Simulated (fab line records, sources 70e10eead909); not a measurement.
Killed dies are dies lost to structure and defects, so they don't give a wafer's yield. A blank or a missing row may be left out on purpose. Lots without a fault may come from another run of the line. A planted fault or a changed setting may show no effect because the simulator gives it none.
Which tool did it? | flow nand_harc | 24 lots, 72 wafers sampled, at 1 step of a route of 1302

WHAT THE GAUGES READ, wafer by wafer
NHARC_A_CONTACT_CD_MEAS_15.
lot  | measured     | on        | cd_nm (nm)
L074 | day 22 10:50 | cd_sem-03 | 189.5 190.0 190.0
L075 | day 23 02:32 | cd_sem-01 | 190.5 190.6 189.9
L078 | day 23 05:05 | cd_sem-03 | 189.9 189.5 189.9
L077 | day 23 08:09 | cd_sem-01 | 190.3 190.2 190.6
L079 | day 23 23:28 | cd_sem-01 | 191.1 191.4 191.0
L076 | day 24 06:06 | cd_sem-03 | 191.0 191.2 191.0
L080 | day 24 13:22 | cd_sem-01 | 191.5 191.2 190.3
L082 | day 25 12:35 | cd_sem-03 | 189.9 190.4 190.1
L081 | day 25 14:16 | cd_sem-03 | 189.6 190.5 190.1
L083 | day 26 11:56 | cd_sem-03 | 190.7 190.5 190.6
L084 | day 26 22:35 | cd_sem-02 | 190.4 189.8 190.8
L085 | day 27 00:21 | cd_sem-01 | 189.5 189.6 190.2
L086 | day 27 16:16 | cd_sem-03 | 190.8 190.5 190.0
L087 | day 27 18:59 | cd_sem-01 | 188.8 188.9 189.1
L089 | day 28 13:47 | cd_sem-02 | 190.6 190.2 190.6
L088 | day 28 16:29 | cd_sem-01 | 189.9 190.2 190.3
L091 | day 30 00:19 | cd_sem-03 | 190.1 190.1 190.0
L090 | day 30 01:04 | cd_sem-01 | 189.8 190.3 189.7
L092 | day 30 08:12 | cd_sem-02 | 189.5 189.6 189.4
L095 | day 30 15:13 | cd_sem-03 | 189.9 189.8 189.5
L094 | day 30 17:20 | cd_sem-03 | 190.7 190.9 191.0
L096 | day 31 06:24 | cd_sem-01 | 190.1 189.6 189.7
L093 | day 31 08:08 | cd_sem-03 | 190.3 190.1 190.5
L097 | day 31 21:11 | cd_sem-03 | 188.8 189.2 189.6

WHICH TOOL RAN EACH LOT (tool, then ch and the chambers of the sampled wafers, then the start)
The record holds no process step before these readings.

WHAT THE TOOLS THEMSELVES READ (means of the sampled wafers that have a number; where no wafer has one, the mark that the record gives instead)
The record holds no such reading with a usual standard deviation.

THE ANSWER, worked out from the rows above alone
Rule: what is usual is taken from the lots themselves. Put in order of their means at a reading, lots are off if they are a third of the lots or fewer, leave a main group of 4 or more, and stand apart from it by a gap of 3 or more times the standard deviation of the main group's means; of several such gaps the widest counts. A main group whose means are all the same, to the digits that the tables above print for the reading, isn't used. A lot without any number at a reading at which 4 lots or more have one is off too. The other lots that the step has rows for count as sound. The gauges are gone through in route order, then the tools' own readings, and for those a lot's mean is taken as printed above. The first step at which some lot is off is used, and at that step the reading that is off furthest; a lot without a number counts as furthest.
No lot is off at any reading shown: from this, nothing can be told.

WHAT THE SIMULATOR HAD PUT IN
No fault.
